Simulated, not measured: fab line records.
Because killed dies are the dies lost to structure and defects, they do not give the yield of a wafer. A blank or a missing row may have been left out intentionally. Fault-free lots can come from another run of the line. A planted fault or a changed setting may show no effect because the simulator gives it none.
Matching of chambers / flow nand-harc / 4 sister chambers for NHARC_A_SLIT_ETCH_24 on rie-diel-13
The step etches the open film in CF4/CHF3, target depth 121 nm, time 60.5 s. 20 wafers are shown with their chamber, then 10 later ones without.

## EACH WAFER AND ITS CHAMBER
wafer=L074.3; chamber=2; drypump-motor-current-A (A)=4.9; showerhead-plenum-p-Torr (Torr)=1.52; rf-vpp-V (V)=369.0
wafer=L074.4; chamber=1; drypump-motor-current-A (A)=5.9; showerhead-plenum-p-Torr (Torr)=1.57; rf-vpp-V (V)=370.3
wafer=L074.5; chamber=1; drypump-motor-current-A (A)=5.9; showerhead-plenum-p-Torr (Torr)=1.58; rf-vpp-V (V)=372.3
wafer=L076.2; chamber=3; drypump-motor-current-A (A)=5.8; showerhead-plenum-p-Torr (Torr)=1.61; rf-vpp-V (V)=369.8
wafer=L076.4; chamber=3; drypump-motor-current-A (A)=5.8; showerhead-plenum-p-Torr (Torr)=1.61; rf-vpp-V (V)=371.9
wafer=L076.6; chamber=0; drypump-motor-current-A (A)=5.7; showerhead-plenum-p-Torr (Torr)=1.63; rf-vpp-V (V)=372.5
wafer=L075.1; chamber=0; drypump-motor-current-A (A)=5.7; showerhead-plenum-p-Torr (Torr)=1.63; rf-vpp-V (V)=373.8
wafer=L075.4; chamber=1; drypump-motor-current-A (A)=5.9; showerhead-plenum-p-Torr (Torr)=1.57; rf-vpp-V (V)=371.1
wafer=L075.5; chamber=0; drypump-motor-current-A (A)=5.8; showerhead-plenum-p-Torr (Torr)=1.63; rf-vpp-V (V)=372.9
wafer=L080.3; chamber=1; drypump-motor-current-A (A)=5.9; showerhead-plenum-p-Torr (Torr)=1.57; rf-vpp-V (V)=370.5
wafer=L080.4; chamber=2; drypump-motor-current-A (A)=4.9; showerhead-plenum-p-Torr (Torr)=1.52; rf-vpp-V (V)=368.3
wafer=L080.5; chamber=1; drypump-motor-current-A (A)=5.9; showerhead-plenum-p-Torr (Torr)=1.57; rf-vpp-V (V)=369.7
wafer=L083.2; chamber=2; drypump-motor-current-A (A)=4.9; showerhead-plenum-p-Torr (Torr)=1.52; rf-vpp-V (V)=368.5
wafer=L083.3; chamber=1; drypump-motor-current-A (A)=5.9; showerhead-plenum-p-Torr (Torr)=1.57; rf-vpp-V (V)=368.9
wafer=L083.5; chamber=3; drypump-motor-current-A (A)=5.8; showerhead-plenum-p-Torr (Torr)=1.61; rf-vpp-V (V)=371.8
wafer=L085.1; chamber=0; drypump-motor-current-A (A)=5.7; showerhead-plenum-p-Torr (Torr)=1.63; rf-vpp-V (V)=373.0
wafer=L085.2; chamber=3; drypump-motor-current-A (A)=5.8; showerhead-plenum-p-Torr (Torr)=1.60; rf-vpp-V (V)=372.2
wafer=L085.4; chamber=2; drypump-motor-current-A (A)=4.9; showerhead-plenum-p-Torr (Torr)=1.52; rf-vpp-V (V)=367.5
wafer=L088.2; chamber=2; drypump-motor-current-A (A)=4.9; showerhead-plenum-p-Torr (Torr)=1.51; rf-vpp-V (V)=369.0
wafer=L088.4; chamber=1; drypump-motor-current-A (A)=5.9; showerhead-plenum-p-Torr (Torr)=1.57; rf-vpp-V (V)=371.9

SIGNATURES (averages over the wafers above)
reading=drypump-motor-current-A; chamber 0=5.725; chamber 1=5.900; chamber 2=4.900; chamber 3=5.800; scatter within a chamber=0.0217
reading=showerhead-plenum-p-Torr; chamber 0=1.6300; chamber 1=1.5714; chamber 2=1.5180; chamber 3=1.6075; scatter within a chamber=0.00388
reading=rf-vpp-V; chamber 0=373.050; chamber 1=370.671; chamber 2=368.460; chamber 3=371.425; scatter within a chamber=0.956
Rule: for each reading, subtract the chamber's mean from the wafer's reading, divide by that reading's scatter and square the result; add these up over the readings and take the root, which gives the wafer's distance from the chamber. If the next closest chamber is less than 2 further off than the closest, the wafer can't be placed; otherwise it belongs to the closest. The scatter: the root of (the sum of the squares of (reading less its chamber's mean) over the shown wafers, divided by (wafers less chambers)).

## WAFERS WITHOUT THEIR CHAMBER
wafer=L088.5; drypump-motor-current-A (A)=5.9; showerhead-plenum-p-Torr (Torr)=1.57; rf-vpp-V (V)=369.2
wafer=L089.1; drypump-motor-current-A (A)=4.9; showerhead-plenum-p-Torr (Torr)=1.51; rf-vpp-V (V)=368.7
wafer=L089.3; drypump-motor-current-A (A)=5.9; showerhead-plenum-p-Torr (Torr)=1.57; rf-vpp-V (V)=369.1
wafer=L089.4; drypump-motor-current-A (A)=5.7; showerhead-plenum-p-Torr (Torr)=1.63; rf-vpp-V (V)=371.5
wafer=L091.2; drypump-motor-current-A (A)=5.7; showerhead-plenum-p-Torr (Torr)=1.63; rf-vpp-V (V)=372.8
wafer=L091.3; drypump-motor-current-A (A)=5.9; showerhead-plenum-p-Torr (Torr)=1.57; rf-vpp-V (V)=370.7
wafer=L091.4; drypump-motor-current-A (A)=5.8; showerhead-plenum-p-Torr (Torr)=1.60; rf-vpp-V (V)=371.2
wafer=L093.1; drypump-motor-current-A (A)=4.8; showerhead-plenum-p-Torr (Torr)=1.51; rf-vpp-V (V)=368.3
wafer=L093.3; drypump-motor-current-A (A)=5.7; showerhead-plenum-p-Torr (Torr)=1.63; rf-vpp-V (V)=372.6
wafer=L093.6; drypump-motor-current-A (A)=5.7; showerhead-plenum-p-Torr (Torr)=1.63; rf-vpp-V (V)=372.1

## WHICH CHAMBER EACH ONE RAN IN
wafer=L088.5; from the rows above=1; in truth=1
wafer=L089.1; from the rows above=2; in truth=2
wafer=L089.3; from the rows above=1; in truth=1
wafer=L089.4; from the rows above=0; in truth=0
wafer=L091.2; from the rows above=0; in truth=0
wafer=L091.3; from the rows above=1; in truth=1
wafer=L091.4; from the rows above=3; in truth=3
wafer=L093.1; from the rows above=2; in truth=2
wafer=L093.3; from the rows above=0; in truth=0
wafer=L093.6; from the rows above=0; in truth=0
10 of 10 placed correctly. Number that these rows cannot place: 0. Placed wrongly: 0.
